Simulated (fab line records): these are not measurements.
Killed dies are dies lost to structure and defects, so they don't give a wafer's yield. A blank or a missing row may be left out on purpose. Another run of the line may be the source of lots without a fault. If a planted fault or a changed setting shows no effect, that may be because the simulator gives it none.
fab line records + flow n5-finfet
[record]
- lots = 11
- wafers = 33
- last-day = 17
route steps=1938 shown BEOL_M7@1325 BEOL_M8@1347 PASSIVATION@1936
lots with no fault: from the same line, run without faults
start-h: the number of hours between the record's first day and the start of the first shown wafer of the lot + wait-h: hours since the lot's step before + " same as the row above + L1.1+2: several wafers, shown together as one row + - no value, or no start given + * or withheld: withheld + < > ~ a bound
route shown NAME@n: names a module that has steps shown in the file, with the first one's number in the route + usual: the fault-free wafers' mean and standard deviation + same: alike in all rows + chamber/n: place in a boat + sites: the reading at each site + _std_site: the values' standard deviation + _edge_site: mean of outer sites minus mean of inner sites + radius-mm: for every site, how far away it sits from the centre of the wafer + mask NAME#n: copy n + behind: tool/chamber where the wafer was last shaped + hold: cause of the lot's hold/its duration in hours/its outcome + device: transistor that didn't switch, given as n, p or np + end of line: tests of these same wafers at the route's end + for a step that has no rows: nothing shown but its recipe + killed: count of dies lost to structure and defects at first sort (not the wafer's yield) + map: per-die view of a wafer (x killed, . not killed, _ where there is no die)
set.NAME: setting as actually run; set.NAME@STEP: the setting as run at that earlier step + model.NAME: the simulator's own value behind a step, which no gauge read
steps of the route over a sample of lots; a table a step, a row a wafer
services: the hour from which a tool's chamber was out of use, counted from the record's first day as start-h (under 0 if before that day), plus the number of hours and why
[[steps]]
[step N5_BEOL_M7_ANNEAL_51]
[recipe]
- temp-c = 225
- time-s = 90
- ambient = N2
[usual]
- wafer_temp_C_max = 226.4/0.76
[same]
- time-s = 90
| lot.wafer | tool          | chamber | start-h | wait-h | wafer_temp_C_max |
|-----------|---------------|---------|---------|--------|------------------|
| L525.1    | rtp-anneal-02 | 0       | 196.36  | 0.1    | 226.8            |
| L525.4    | "             | 0       | "       | "      | 226.8            |
| L525.5    | "             | 0       | "       | "      | 227.1            |
| L526.2    | rtp-anneal-02 | 0       | 205.69  | 0.1    | 227.1            |
| L526.3    | "             | 0       | "       | "      | 227.4            |
| L526.6    | "             | 0       | "       | "      | 227.1            |
| L527.3    | rtp-anneal-02 | 0       | 209.79  | 0.3    | 227.5            |
| L527.4    | "             | 0       | "       | "      | 226.9            |
| L527.6    | "             | 0       | "       | "      | 226.7            |
| L536.2    | rtp-anneal-02 | 0       | 261.36  | 0.1    | 227.8            |
| L536.3    | "             | 0       | "       | "      | 227.1            |
| L536.5    | "             | 0       | "       | "      | 227.2            |
| L535.2    | rtp-anneal-02 | 0       | 262.69  | 0.1    | 227.0            |
| L535.3    | "             | 0       | "       | "      | 227.6            |
| L535.4    | "             | 0       | "       | "      | 226.6            |
| L538.1    | rtp-anneal-02 | 0       | 287.68  | 0.1    | 226.4            |
| L538.3    | "             | 0       | "       | "      | 227.2            |
| L538.4    | "             | 0       | "       | "      | 226.0            |
| L541.2    | rtp-anneal-01 | 0       | 290.34  | 0.5    | 225.4            |
| L541.5    | "             | 0       | "       | "      | 225.4            |
| L541.6    | "             | 0       | "       | "      | 225.4            |
| L542.1    | rtp-anneal-01 | 0       | 296.00  | 0.1    | 225.8            |
| L542.4    | "             | 0       | "       | "      | 225.4            |
| L542.6    | "             | 0       | "       | "      | 225.3            |
| L547.1    | rtp-anneal-01 | 0       | 326.63  | 0.2    | 225.6            |
| L547.2    | "             | 0       | "       | "      | 225.8            |
| L547.5    | "             | 0       | "       | "      | 225.6            |
| L545.1    | rtp-anneal-01 | 0       | 326.96  | 0.1    | 225.7            |
| L545.2    | "             | 0       | "       | "      | 225.8            |
| L545.4    | "             | 0       | "       | "      | 225.4            |
| L546.2    | rtp-anneal-01 | 0       | 327.28  | 0.3    | 225.9            |
| L546.4    | "             | 0       | "       | "      | 225.7            |
| L546.5    | "             | 0       | "       | "      | 225.8            |
[step N5_BEOL_M8_INSPECT_13]
[recipe]
- mode = adi
- inspect-instrument = brightfield
[usual]
- raw-defect-count = 384/94
| lot.wafer | tool              | chamber | start-h | wait-h | raw-defect-count |
|-----------|-------------------|---------|---------|--------|------------------|
| L525.1    | defect-inspect-02 | -       | 199.56  | 0.0    | 408              |
| L525.4    | "                 | -       | "       | "      | 336              |
| L525.5    | "                 | -       | "       | "      | 420              |
| L526.2    | defect-inspect-02 | -       | 208.48  | 0.0    | 533              |
| L526.3    | "                 | -       | "       | "      | 587              |
| L526.6    | "                 | -       | "       | "      | 530              |
| L527.3    | defect-inspect-01 | -       | 212.34  | 0.0    | 261              |
| L527.4    | "                 | -       | "       | "      | 291              |
| L527.6    | "                 | -       | "       | "      | 265              |
| L536.2    | defect-inspect-01 | -       | 264.32  | 0.0    | 268              |
| L536.3    | "                 | -       | "       | "      | 351              |
| L536.5    | "                 | -       | "       | "      | 425              |
| L535.2    | defect-inspect-02 | -       | 267.25  | 0.0    | 396              |
| L535.3    | "                 | -       | "       | "      | 310              |
| L535.4    | "                 | -       | "       | "      | 347              |
| L538.1    | defect-inspect-02 | -       | 289.66  | 0.0    | 429              |
| L538.3    | "                 | -       | "       | "      | 396              |
| L538.4    | "                 | -       | "       | "      | 348              |
| L541.2    | defect-inspect-02 | -       | 292.97  | 0.0    | 563              |
| L541.5    | "                 | -       | "       | "      | 419              |
| L541.6    | "                 | -       | "       | "      | 588              |
| L542.1    | defect-inspect-02 | -       | 298.75  | 0.0    | 277              |
| L542.4    | "                 | -       | "       | "      | 335              |
| L542.6    | "                 | -       | "       | "      | 334              |
| L547.1    | defect-inspect-01 | -       | 329.50  | 0.0    | 447              |
| L547.2    | "                 | -       | "       | "      | 377              |
| L547.5    | "                 | -       | "       | "      | 290              |
| L545.1    | defect-inspect-01 | -       | 329.68  | 0.0    | 416              |
| L545.2    | "                 | -       | "       | "      | 463              |
| L545.4    | "                 | -       | "       | "      | 454              |
| L546.2    | defect-inspect-01 | -       | 329.86  | 0.0    | 393              |
| L546.4    | "                 | -       | "       | "      | 482              |
| L546.5    | "                 | -       | "       | "      | 496              |
[step N5_BEOL_M8_DESCUM_16]
[recipe]
- chemistry = O2
- time-s = 7.9
- source-power-w = 50
- bias-power-w = 20
- pressure-mtorr = 20
- rf-frequency-hz = 2.712e+07
- temp-c = 40
- resist = CAR-ArF
- o2-flow-sccm = 225
[usual]
- drypump-motor-current-A = 5.6/0.51
- oes-product-au = 0.82/0.081
- rf-fwd-power-W = 49.48/0.24
- rf-vpp-V = 243.2/1.2
- showerhead-plenum-p-Torr = 2.09/0.056
- throttle-valve-pct = 20.34/0.19
[same]
- time-s = 7.9
| lot.wafer | tool        | chamber | start-h | wait-h | drypump-motor-current-A | oes-product-au | rf-fwd-power-W | rf-hours-counter-h | rf-vpp-V | showerhead-plenum-p-Torr | throttle-valve-pct |
|-----------|-------------|---------|---------|--------|-------------------------|----------------|----------------|--------------------|----------|--------------------------|--------------------|
| L525.1    | rie-diel-06 | 3       | 199.63  | 0.1    | 5.0                     | 0.70           | 49.40          | 232                | 243.0    | 2.07                     | 20.61              |
| L525.4    | "           | 0       | "       | "      | 5.8                     | 0.71           | 49.57          | 212                | 243.5    | 2.06                     | 20.33              |
| L525.5    | "           | 3       | "       | "      | 5.0                     | 0.71           | 49.55          | -                  | 242.7    | 2.06                     | 20.61              |
| L526.2    | rie-diel-06 | 2       | 208.56  | 0.1    | 6.1                     | 0.84           | 49.60          | 52                 | 243.9    | 2.04                     | 20.38              |
| L526.3    | "           | 1       | "       | "      | 5.3                     | 0.90           | 49.38          | 22                 | 243.9    | 2.14                     | 20.43              |
| L526.6    | "           | 1       | "       | "      | 5.3                     | 0.90           | 49.60          | -                  | 243.7    | 2.14                     | 20.44              |
| L527.3    | rie-diel-06 | 3       | 212.57  | 0.2    | 5.0                     | 0.69           | 49.56          | 237                | 242.6    | 2.06                     | 20.62              |
| L527.4    | "           | 2       | "       | "      | 6.1                     | 0.84           | 49.62          | 54                 | 241.9    | 2.04                     | 20.36              |
| L527.6    | "           | 3       | "       | "      | 5.0                     | 0.69           | 49.79          | -                  | 242.4    | 2.06                     | 20.61              |
| L536.2    | rie-diel-04 | 3       | 264.36  | 0.0    | 5.5                     | 0.76           | 49.02          | 145                | 244.0    | 2.09                     | 20.47              |
| L536.3    | "           | 2       | "       | "      | 5.2                     | 0.84           | 49.70          | 76                 | 243.5    | 2.11                     | 20.12              |
| L536.5    | "           | 2       | "       | "      | 5.2                     | 0.85           | 49.49          | -                  | 244.5    | 2.11                     | 20.12              |
| L535.2    | rie-diel-02 | 0       | 267.56  | 0.3    | 5.0                     | 0.89           | 49.67          | 21                 | 245.8    | 2.22                     | 20.30              |
| L535.3    | "           | 3       | "       | "      | 5.9                     | 0.86           | 49.43          | 65                 | 246.2    | 2.21                     | 20.18              |
| L535.4    | "           | 1       | "       | "      | 6.7                     | 0.89           | 49.31          | 47                 | 242.3    | 2.05                     | 20.31              |
| L538.1    | rie-diel-04 | 2       | 289.75  | 0.1    | 5.1                     | 0.84           | 49.89          | 85                 | 244.0    | 2.10                     | 20.16              |
| L538.3    | "           | 0       | "       | "      | 6.3                     | 0.79           | 49.27          | 98                 | 243.4    | 2.11                     | 19.99              |
| L538.4    | "           | 2       | "       | "      | 5.1                     | 0.84           | 50.03          | -                  | 243.5    | 2.10                     | 20.14              |
| L541.2    | rie-diel-04 | 2       | 293.12  | 0.1    | 5.1                     | 0.84           | 49.93          | 87                 | 242.4    | 2.10                     | 20.13              |
| L541.5    | "           | 2       | "       | "      | 5.1                     | 0.84           | 49.70          | -                  | 243.1    | 2.10                     | 20.15              |
| L541.6    | "           | 0       | "       | "      | 6.2                     | 0.79           | 49.11          | -                  | 243.6    | 2.11                     | 20.00              |
| L542.1    | rie-diel-02 | 1       | 298.79  | 0.0    | 6.7                     | 0.87           | 49.59          | 59                 | 241.2    | 2.04                     | 20.32              |
| L542.4    | "           | 2       | "       | "      | 4.9                     | 0.75           | 49.39          | 139                | 244.1    | 2.09                     | 20.64              |
| L542.6    | "           | 1       | "       | "      | 6.7                     | 0.87           | 49.60          | -                  | 241.7    | 2.04                     | 20.32              |
| L547.1    | rie-diel-06 | 3       | 329.54  | 0.0    | 5.0                     | 0.94           | 49.49          | 26                 | 243.6    | 2.05                     | 20.25              |
| L547.2    | "           | 0       | "       | "      | 5.8                     | 0.96           | 49.75          | 8                  | 242.8    | 2.04                     | 20.08              |
| L547.5    | "           | 3       | "       | "      | 5.0                     | 0.94           | 49.57          | -                  | 242.0    | 2.05                     | 20.26              |
| L545.1    | rie-diel-04 | 0       | 329.85  | 0.2    | 6.2                     | 0.77           | 49.15          | 115                | 242.9    | 2.11                     | 20.02              |
| L545.2    | "           | 3       | "       | "      | 5.5                     | 0.74           | 48.82          | 173                | 242.9    | 2.09                     | 20.51              |
| L545.4    | "           | 0       | "       | "      | 6.3                     | 0.78           | 49.24          | -                  | 244.0    | 2.11                     | 20.01              |
| L546.2    | rie-diel-06 | 1       | 329.90  | 0.0    | 5.3                     | 0.81           | 49.48          | 68                 | 243.3    | 2.12                     | 20.50              |
| L546.4    | "           | 0       | "       | "      | 5.8                     | 0.97           | 49.69          | 8                  | 241.9    | 2.04                     | 20.08              |
| L546.5    | "           | 3       | "       | "      | 5.0                     | 0.92           | 49.62          | -                  | 242.7    | 2.05                     | 20.25              |
[step N5_BEOL_M8_STRIP_19]
[recipe]
- chemistry = O2
- power-w = 400
- temp-c = 40
- pressure-mtorr = 30
- rf-frequency-hz = 6e+07
- bias-power-w = 0
- overash-fraction = 0.2
- o2-flow-sccm = 225
[usual]
- chamber-pressure-mTorr = 30.00/0.036
- drypump-motor-current-A = 5.6/0.55
- oes-product-au = 0.82/0.077
- rf-vpp-V = 3.7/0.63
- showerhead-plenum-p-Torr = 2.11/0.057
- throttle-valve-pct = 16.57/0.19
| lot.wafer | tool        | chamber | start-h | wait-h | chamber-pressure-mTorr | drypump-motor-current-A | oes-product-au | rf-hours-counter-h | rf-vpp-V | showerhead-plenum-p-Torr | throttle-valve-pct |
|-----------|-------------|---------|---------|--------|------------------------|-------------------------|----------------|--------------------|----------|--------------------------|--------------------|
| L525.1    | rie-diel-04 | 0       | 200.01  | 0.1    | 30.06                  | 6.3                     | 0.83           | 61                 | 4.1      | 2.13                     | 16.19              |
| L525.4    | "           | 1       | "       | "      | 29.98                  | 5.5                     | 0.71           | 205                | 3.5      | 2.08                     | 16.84              |
| L525.5    | "           | 2       | "       | "      | 30.06                  | 5.2                     | 0.90           | -                  | 3.9      | 2.12                     | 16.33              |
| L526.2    | rie-diel-06 | 2       | 208.95  | 0.1    | 30.06                  | 6.1                     | 0.83           | 53                 | 3.5      | 2.05                     | 16.61              |
| L526.3    | "           | 3       | "       | "      | 30.00                  | 5.0                     | 0.70           | 235                | 4.7      | 2.07                     | 16.89              |
| L526.6    | "           | 0       | "       | "      | 29.98                  | 5.8                     | 0.70           | -                  | 3.3      | 2.06                     | 16.66              |
| L527.3    | rie-diel-04 | 2       | 213.01  | 0.1    | 30.09                  | 5.2                     | 0.88           | 54                 | 4.5      | 2.12                     | 16.35              |
| L527.4    | "           | 0       | "       | "      | 30.03                  | 6.2                     | 0.83           | 66                 | 3.6      | 2.13                     | 16.19              |
| L527.6    | "           | 3       | "       | "      | 29.97                  | 5.5                     | 0.78           | -                  | 3.9      | 2.11                     | 16.68              |
| L536.2    | rie-diel-06 | 0       | 264.75  | 0.1    | 20.92                  | 5.8                     | 0.68           | 241                | 3.7      | 2.05                     | 16.70              |
| L536.3    | "           | 2       | "       | "      | 29.94                  | 6.1                     | 0.80           | 79                 | 4.6      | 2.04                     | 16.63              |
| L536.5    | "           | 0       | "       | "      | 20.99                  | 5.8                     | 0.68           | -                  | 2.9      | 2.05                     | 16.69              |
| L535.2    | rie-diel-06 | 3       | 267.96  | 0.1    | 30.04                  | 5.0                     | 1.01           | 2                  | 4.0      | 2.06                     | 16.44              |
| L535.3    | "           | 2       | "       | "      | 30.03                  | 6.1                     | 0.81           | 80                 | 3.6      | 2.04                     | 16.63              |
| L535.4    | "           | 0       | "       | "      | 20.97                  | 5.8                     | 0.68           | 242                | 4.5      | 2.05                     | 16.68              |
| L538.1    | rie-diel-04 | 0       | 290.19  | 0.1    | 29.97                  | 6.2                     | 0.79           | 99                 | 3.9      | 2.12                     | 16.27              |
| L538.3    | "           | 2       | "       | "      | 30.01                  | 5.1                     | 0.84           | 86                 | 2.8      | 2.11                     | 16.39              |
| L538.4    | "           | 0       | "       | "      | 30.00                  | 6.3                     | 0.78           | -                  | 3.6      | 2.12                     | 16.24              |
| L541.2    | rie-diel-04 | 0       | 293.51  | 0.1    | 29.95                  | 6.3                     | 0.78           | 101                | 4.6      | 2.12                     | 16.27              |
| L541.5    | "           | 2       | "       | "      | 30.04                  | 5.1                     | 0.83           | -                  | 4.1      | 2.11                     | 16.39              |
| L541.6    | "           | 0       | "       | "      | 30.04                  | 6.2                     | 0.79           | -                  | 3.0      | 2.12                     | 16.28              |
| L542.1    | rie-diel-02 | 1       | 299.17  | 0.1    | 30.00                  | 6.7                     | 0.87           | 59                 | 3.2      | 2.05                     | 16.56              |
| L542.4    | "           | 2       | "       | "      | 30.02                  | 4.9                     | 0.77           | 139                | 3.1      | 2.10                     | 16.87              |
| L542.6    | "           | 0       | "       | "      | 29.93                  | 5.0                     | 0.89           | -                  | 4.3      | 2.22                     | 16.55              |
| L547.1    | rie-diel-02 | 2       | 330.06  | 0.2    | 29.95                  | 4.9                     | 0.75           | 148                | 4.5      | 2.09                     | 16.87              |
| L547.2    | "           | 1       | "       | "      | 30.06                  | 6.7                     | 0.85           | 69                 | 2.5      | 2.04                     | 16.59              |
| L547.5    | "           | 1       | "       | "      | 30.05                  | 6.7                     | 0.86           | -                  | 2.8      | 2.04                     | 16.57              |
| L545.1    | rie-diel-04 | 0       | 330.24  | 0.1    | 30.03                  | 6.3                     | 0.78           | 116                | 2.8      | 2.11                     | 16.27              |
| L545.2    | "           | 2       | "       | "      | 29.97                  | 5.1                     | 0.83           | 97                 | 2.9      | 2.10                     | 16.40              |
| L545.4    | "           | 0       | "       | "      | 30.00                  | 6.2                     | 0.78           | -                  | 3.2      | 2.11                     | 16.30              |
| L546.2    | rie-diel-02 | 3       | 330.29  | 0.1    | 30.05                  | 5.9                     | 0.83           | 86                 | 3.3      | 2.21                     | 16.45              |
| L546.4    | "           | 0       | "       | "      | 29.93                  | 5.0                     | 0.86           | 44                 | 2.8      | 2.22                     | 16.57              |
| L546.5    | "           | 1       | "       | "      | 30.03                  | 6.7                     | 0.85           | -                  | 3.9      | 2.04                     | 16.57              |
[step N5_PASSIVATION_PROBE_49]
[usual]
- defect-limited-yield = 91.3/1.3
- killed_at_M0_to_M3 = 33/8.9
- killed_at_M4_up = 15/5.4
- killed-at-contacts = 13/5.8
- killed-at-front-end = 39/9.9
- killed-at-other = 3.2/2.9
- killed-dies = 102/15
- killed-open = 68/12
- killed-short = 34/7.6
- sort_bin_4_leakage = 0.00/0.007
- sort_bin_5_function = 5.1/0.89
- sort_bin_6_memory = 3.2/0.63
- sort-n-pass = 1078/15
- sort-yield-pct = 91.3/1.3
[same]
- gross-dies = 1180
- killed-at-back-side = 0
- sort_bin_8_speed[%] = 0
| lot.wafer | tool      | chamber | start-h | wait-h | defect-limited-yield[%] | killed_at_M0_to_M3 | killed_at_M4_up | killed-at-contacts | killed-at-front-end | killed-at-other | killed-dies | killed-open | killed-short | sort_bin_4_leakage[%] | sort_bin_5_function[%] | sort_bin_6_memory[%] | sort-n-pass | sort-yield-pct[%] |
|-----------|-----------|---------|---------|--------|-------------------------|--------------------|-----------------|--------------------|---------------------|-----------------|-------------|-------------|--------------|-----------------------|------------------------|----------------------|-------------|-------------------|
| L527.3    | prober-02 | -       | 286.52  | 0.1    | 92.1                    | 40                 | 16              | 7                  | 20                  | 10              | 93          | 67          | 26           | 0                     | 4.7                    | 3.1                  | 1087        | 92.1              |
| L527.4    | prober-02 | -       | 286.57  | 0.2    | 90.7                    | 44                 | 18              | 13                 | 29                  | 6               | 110         | 70          | 38           | 0                     | 5.3                    | 3.9                  | 1070        | 90.7              |
| L527.6    | prober-02 | -       | 286.67  | 0.3    | 93.4                    | 29                 | 12              | 4                  | 26                  | 7               | 78          | 50          | 27           | 0                     | 3.9                    | 2.5                  | 1102        | 93.4              |
| L535.2    | prober-01 | -       | 336.70  | 0.1    | 92.5                    | 18                 | 19              | 7                  | 36                  | 8               | 88          | 60          | 27           | 0                     | 4.2                    | 3.1                  | 1092        | 92.5              |
| L535.3    | prober-01 | -       | 336.75  | 0.1    | 92.1                    | 29                 | 8               | 14                 | 31                  | 11              | 93          | 57          | 36           | 0                     | 4.4                    | 3.1                  | 1087        | 92.1              |
| L535.4    | prober-01 | -       | 336.80  | 0.2    | 89.5                    | 27                 | 28              | 8                  | 55                  | 6               | 124         | 85          | 36           | 0                     | 6.5                    | 3.7                  | 1056        | 89.5              |
| L542.1    | prober-01 | -       | 369.10  | 0.0    | 91.9                    | 34                 | 10              | 10                 | 32                  | 9               | 95          | 54          | 40           | 0                     | 4.7                    | 3.0                  | 1085        | 91.9              |
| L542.4    | prober-01 | -       | 369.25  | 0.2    | 91.9                    | 29                 | 9               | 17                 | 40                  | 1               | 96          | 59          | 36           | 0                     | 4.7                    | 3.1                  | 1084        | 91.9              |
| L542.6    | prober-01 | -       | 369.35  | 0.3    | 91.8                    | 50                 | 9               | 17                 | 21                  | 0               | 97          | 66          | 29           | 0                     | 4.7                    | 3.2                  | 1083        | 91.8              |
// killed by level:class
L527.3 BEOL_M0_SAQP:geometric-particle:open=13 FIN_SAQP:geometric-particle:open=9 BEOL_M0_SAQP:geometric-particle:short=8 BEOL_M2:geometric-particle:open=7 MOL_CONTACT_COAG:geometric-particle:open=6 BEOL_M4:geometric-particle:open=6 PAD_METAL:geometric-particle:open=6 BEOL_M2:geometric-particle:short=4
L527.4 MOL_CONTACT_COAG:geometric-particle:open=11 BEOL_M2:geometric-particle:short=8 BEOL_M0_SAQP:geometric-particle:open=7 BEOL_M2:geometric-particle:open=7 DUMMY_GATE:geometric-particle:open=6 BEOL_M0_SAQP:geometric-particle:short=6 STARTING-WAFER:geometric-particle:open=6 GATE_CUT:geometric-particle:short=5
L527.6 BEOL_M0_SAQP:geometric-particle:short=6 BEOL_M2:geometric-particle:open=6 DUMMY_GATE:geometric-particle:open=5 GATE_CUT:geometric-particle:short=5 BEOL_M0_SAQP:geometric-particle:open=5 BEOL_M3:geometric-particle:open=5 FIN_SAQP:geometric-particle:open=4 MOL_CONTACT_COAG:geometric-particle:open=4
L535.2 FIN_SAQP:geometric-particle:open=15 FIN_SAQP:geometric-particle:short=11 BEOL_M4:geometric-particle:open=10 MOL_CONTACT_COAG:geometric-particle:open=7 DUMMY_GATE:geometric-particle:open=5 BEOL_M2:geometric-particle:open=5 BEOL_M3:geometric-particle:open=4 PAD_METAL:geometric-particle:short=4
L535.3 FIN_SAQP:geometric-particle:short=12 MOL_CONTACT_COAG:geometric-particle:open=11 BEOL_M3:geometric-particle:open=8 PAD_METAL:geometric-particle:short=6 BEOL_M0_SAQP:geometric-particle:open=5 BEOL_M1:geometric-particle:open=5 FIN_SAQP:geometric-particle:open=4 BEOL_M0_SAQP:geometric-particle:short=4
L535.4 BEOL_M4:geometric-particle:open=19 FIN_SAQP:geometric-particle:open=17 FIN_SAQP:geometric-particle:short=14 BEOL_M3:geometric-particle:open=13 STI_FIN_REVEAL:geometric-particle:open=10 MOL_CONTACT_COAG:geometric-particle:open=5 BEOL_M3:geometric-particle:short=5 BEOL_M5:geometric-particle:open=4
L542.1 BEOL_M3:geometric-particle:open=13 MOL_CONTACT_COAG:geometric-particle:open=9 FIN_SAQP:geometric-particle:short=7 BEOL_M0_SAQP:geometric-particle:short=5 DUMMY_GATE:geometric-particle:open=4 BEOL_M0_SAQP:geometric-particle:open=4 MIM_TOP_ETCH:geometric-particle:short=4 FIN_SAQP:geometric-particle:open=3
L542.4 FIN_SAQP:geometric-particle:open=13 MOL_CONTACT_COAG:geometric-particle:open=10 FIN_SAQP:geometric-particle:short=7 MOL_CONTACT_COAG:geometric-particle:short=7 BEOL_M0_SAQP:geometric-particle:short=7 BEOL_M2:geometric-particle:open=7 ILD0:geometric-particle:open=5 STI_FIN_REVEAL:geometric-particle:open=4
L542.6 BEOL_M0_SAQP:geometric-particle:open=15 BEOL_M3:geometric-particle:open=13 MOL_CONTACT_COAG:geometric-particle:open=13 BEOL_M0_SAQP:geometric-particle:short=7 FIN_SAQP:geometric-particle:open=5 BEOL_M3:geometric-particle:short=5 MOL_CONTACT_COAG:geometric-particle:short=4 FIN_SAQP:geometric-particle:short=3
[[services]]
| tool        | chamber | start-h | hours | kind                          |
|-------------|---------|---------|-------|-------------------------------|
| rie-diel-06 | 1       | 175.24  | 16.7  | repair                        |
| rie-diel-02 | 3       | 196.56  | 2.4   | repair                        |
| rie-diel-02 | -       | 217.41  | 0.9   | repair                        |
| rie-diel-02 | -       | 221.67  | 28.1  | pm                            |
| rie-diel-06 | 3       | 240.20  | -     | clean                         |
| rie-diel-06 | 3       | 240.20  | -     | consumable-replace:focus-ring |
| rie-diel-06 | 3       | 240.20  | 19.6  | scheduled-down                |
| rie-diel-06 | 3       | 240.20  | 19.6  | vent-cycle                    |
| rie-diel-04 | 1       | 283.96  | 9.8   | repair                        |
| rie-diel-06 | 0       | 291.93  | -     | clean                         |
| rie-diel-06 | 0       | 291.93  | -     | consumable-replace:focus-ring |
| rie-diel-06 | 0       | 291.93  | 14.4  | scheduled-down                |
| rie-diel-06 | 0       | 291.93  | 14.4  | vent-cycle                    |
| rie-diel-04 | 2       | 306.92  | 9.3   | repair                        |
| rie-diel-04 | 1       | 322.19  | -     | clean                         |
| rie-diel-04 | 1       | 322.19  | -     | consumable-replace:focus-ring |
| rie-diel-04 | 1       | 322.19  | 16.8  | scheduled-down                |
| rie-diel-04 | 1       | 322.19  | 16.8  | vent-cycle                    |
[[key]]
[first-sign]
- step = N5_BEOL_M8_STRIP_19
- reading = chamber-pressure-mTorr
- direction = down
- sigmas = 99+
- usual = *
- struck = *
effect none on later readings
met-at N5_BEOL_M8_STRIP_19
struck-lots L535,L536
struck-wafers L535.4,L536.2,L536.5
not-acting-at N5_BEOL_M7_ANNEAL_51,N5_BEOL_M8_INSPECT_13,N5_BEOL_M8_DESCUM_16
onset-between 208.95 264.75
[fault]
- kind = process-parameter-drift
- tool = rie-diel-06
- chamber = 0
- onset-h = 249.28
- steps = N5_BEOL_M8_STRIP_19
- channel = pressure-mtorr
- offset = *
- shape = step
- end-h = 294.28
- acts-in = *
- stated = *
